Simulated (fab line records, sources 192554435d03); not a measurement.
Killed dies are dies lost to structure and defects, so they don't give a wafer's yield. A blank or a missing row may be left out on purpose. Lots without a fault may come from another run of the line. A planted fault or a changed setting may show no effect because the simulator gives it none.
Chamber matching | flow n5_finfet | N5_FIN_SAQP_MANDREL1_REMOVE_56 on rie_si-06: 4 sister chambers
The step chemistry HBr/Cl2/O2, target a-Si, stops on SiNx, bt time 10 s. 4 wafers are shown with their chamber, then 7 later ones without.

WAFERS WITH THEIR CHAMBER
wafer  | chamber | throttle_valve_pct (%)
L085.2 | 2       | 36.3
L086.3 | 0       | 36.9
L087.1 | 3       | 36.1
L087.2 | 1       | 36.8

WAFERS WITHOUT THEIR CHAMBER
wafer  | throttle_valve_pct (%)
L087.6 | 36.1
L092.4 | 36.9
L092.5 | 36.2
L092.6 | 36.3
L093.1 | 36.1
L093.2 | 36.9
L093.4 | 36.8

WHICH CHAMBER EACH WENT THROUGH
wafer  | from the rows above     | in truth
L087.6 | 3                       | 3
L092.4 | 0                       | 0
L092.5 | can't be placed: 2 or 3 | 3
L092.6 | 2                       | 2
L093.1 | 3                       | 3
L093.2 | 0                       | 0
L093.4 | 1                       | 1
Placed correctly: 6 of 7. Can't be placed from these rows: 1 (the true chamber is among the candidates in 1). Placed wrongly: 0.
How it was worked out, from the rows above alone: a wafer's distance from a chamber is the root of the sum, over the readings, of the square of ((its reading less the chamber's mean) divided by the reading's scatter). The wafer belongs to the nearest chamber; if the next one is less than 2 further off, it can't be placed. A chamber's mean is the mean of its shown wafers. The scatter: with one shown wafer a chamber, the root of the mean of the squares of how far each hidden wafer lies from its nearest shown one.
